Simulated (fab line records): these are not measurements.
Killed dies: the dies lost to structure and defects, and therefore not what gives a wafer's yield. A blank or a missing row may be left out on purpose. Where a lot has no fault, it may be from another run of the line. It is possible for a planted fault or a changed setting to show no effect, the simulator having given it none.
Comparing a struck lot with a sound one ; flow nand-harc ; 25 steps out of a route of 1302
Sound: wafers L631.2, L631.3, L631.6. The struck wafers were L649.1, L649.2, L649.6. At the end, the cause is stated.
For every step that has rows: the tool of each side, followed by ch and its chambers, followed by its first start. Under that, the readings that differ: sound wafers ; struck wafers ; difference of the means ; sigmas: that difference in standard deviations of wafers without a fault.
alike: same words and numbers on both sides, and readings whose means sit less than 2 such deviations apart. not compared: any withheld reading, any reading some wafer has no value for, any bound like >300 that may hide the same value, and any number with overlapping values for which the record gives no deviation.
The two part at a step that has a row with sigmas, a row that says differs or no value, or rows on one side only. Numbers that have no deviation but don't overlap get no sigmas and don't part them. Lack of a reading on every wafer of one side parts them only where that side has two or more wafers.

first, 1 step without rows for these wafers: NHARC_A_M0_SRD_25.
NHARC_A_M0_INSPECT_27:
  struck on defect-inspect-02, day 31 19:29; sound on defect-inspect-02, day 24 08:01
  alike: raw-defect-count
NHARC_A_M0_PRE_CLEAN_31: time 12 s.
  sound on pecvd-01 ch 0,1, day 24 08:05; struck on pecvd-01 ch 0,1,2, day 31 19:34
  alike: heater-power-w
NHARC_A_M0_DEP_32: deposits SiCN, target thk 30 nm.
  sound on pecvd-01 ch 0,1, day 24 08:10; struck on pecvd-01 ch 0,1,2, day 31 19:38
  alike: heater-power-w
then, 7 steps without rows for these wafers: NHARC_A_M1_DEP_00 (deposits SiOC, target thk 182.5 nm); NHARC_A_M1_DEHYDRATE_01 (time 120 s); NHARC_A_M1_HMDS_02 (time 30 s); NHARC_A_M1_COAT_34 (time 65 s); NHARC_A_M1_COAT_03 (resist thk 90 nm); NHARC_A_M1_SOFTBAKE_04 (time 55 s); NHARC_A_M1_EBR_05.
NHARC_A_M1_EXPOSE_06: exposes mask A M1, target cd 120 nm.
  sound on arfi-scanner-02 ch 0, day 24 09:10; struck on arfi-scanner-03 ch 0, day 31 20:44
reading;sound;struck;difference;sigmas
exposure-dose-mJ-cm2;75.04 75.05 75.09;71.35 71.51 71.43;-3.63;-43
  alike: mask
then, 2 steps without rows for these wafers: NHARC_A_M1_PEB_07 (peb time 65 s); NHARC_A_M1_DEVELOP_08 (develop time 35 s).
NHARC_A_M1_CD_MEAS_09: target cd 120 nm.
  sound on cd-sem-01 ch 0, day 24 09:18; struck on cd-sem-02 ch 0, day 31 20:52
reading;sound;struck;difference;sigmas
cd-nm (nm);120.3 120.2 120.2;117.6 117.5 117.4;-2.7;-6
NHARC_A_M1_OVL_MEAS_10: pitch 240 nm.
  struck on overlay-02, day 31 20:58; sound on overlay-02, day 24 09:23
  alike: overlay-x-nm, overlay-y-nm
NHARC_A_M1_INSPECT_11:
  struck on defect-inspect-02, day 31 21:00; sound on defect-inspect-01, day 24 09:25
  alike: raw-defect-count
NHARC_A_M1_DESCUM_14: chemistry O2, time 3 s.
  sound on rie-diel-12 ch 0,1, day 24 09:29; struck on rie-diel-12 ch 1,2,3, day 31 21:04
reading;sound;struck;difference;sigmas
model.A_M1.cd-nm (nm);120.5 119.7 119.8;118 117.7 117.2;-2;
  alike: drypump-motor-current-A, o2-flow-sccm, oes-product-au, rf-vpp-V, showerhead-plenum-p-Torr, throttle-valve-pct
  not compared: rf-hours-counter-h
NHARC_A_M1_ETCH_35: etches the open film in N2/H2, target depth 40 nm, overetch 12 nm, time 43.94 s.
  sound on rie-diel-12 ch 0,3, day 24 09:35; struck on rie-diel-12 ch 0,2,3, day 31 21:10
  alike: drypump-motor-current-A, oes-product-au, rf-vpp-V, showerhead-plenum-p-Torr, throttle-valve-pct
  not compared: rf-hours-counter-h
NHARC_A_M1_ETCH_15: etches the open film in C4F8/Ar, target depth 182.5 nm, time 91.2 s.
  sound on rie-diel-12 ch 1,3; struck on rie-diel-12 ch 1,2
  alike: oes-product-au, rf-vpp-V
  not compared: rf-hours-counter-h
NHARC_A_M1_CD_MEAS_16:
  struck on cd-sem-02, day 31 21:22; sound on cd-sem-03, day 24 09:50
reading;sound;struck;difference;sigmas
cd-nm (nm);120.1 119.5 120.1;118.1 117.9 117.0;-2.2;-4
NHARC_A_M1_STRIP_18: strips in N2/H2.
  sound on rie-diel-02 ch 0,3, day 24 09:56; struck on rie-diel-10 ch 2,3, day 31 21:28
  alike: drypump-motor-current-A, oes-product-au, rf-vpp-V, showerhead-plenum-p-Torr, throttle-valve-pct
  not compared: rf-hours-counter-h
NHARC_A_M1_ETCH_28: etches the open film in CF4/N2, target depth 30 nm, time 72.99 s.
  sound on rie-diel-02 ch 0,1; struck on rie-diel-10 ch 0,3
reading;sound;struck;difference;sigmas
model.A_M1.cd-nm (nm);119.9 119.2 118.9;118 118.2 117.3;-2;
  alike: drypump-motor-current-A, oes-product-au, rf-vpp-V, showerhead-plenum-p-Torr, throttle-valve-pct
  not compared: rf-hours-counter-h
then, 1 step without rows for these wafers: NHARC_A_M1_STRIP_19 (strips in post etch residue remover, time 600 s).
NHARC_END_SORT_01:
  the record has rows for the sound wafers here (prober-02 ch 0, day 26 00:02) and none for the struck ones

WHERE THEY PART
First at NHARC_A_M1_EXPOSE_06; last, within this record, at NHARC_END_SORT_01.

WHY: the cause the simulator had injected
Drift in process parameters on arfi-scanner-03 at NHARC_A_M1_EXPOSE_06, starting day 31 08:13. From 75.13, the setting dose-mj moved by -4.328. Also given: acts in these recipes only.
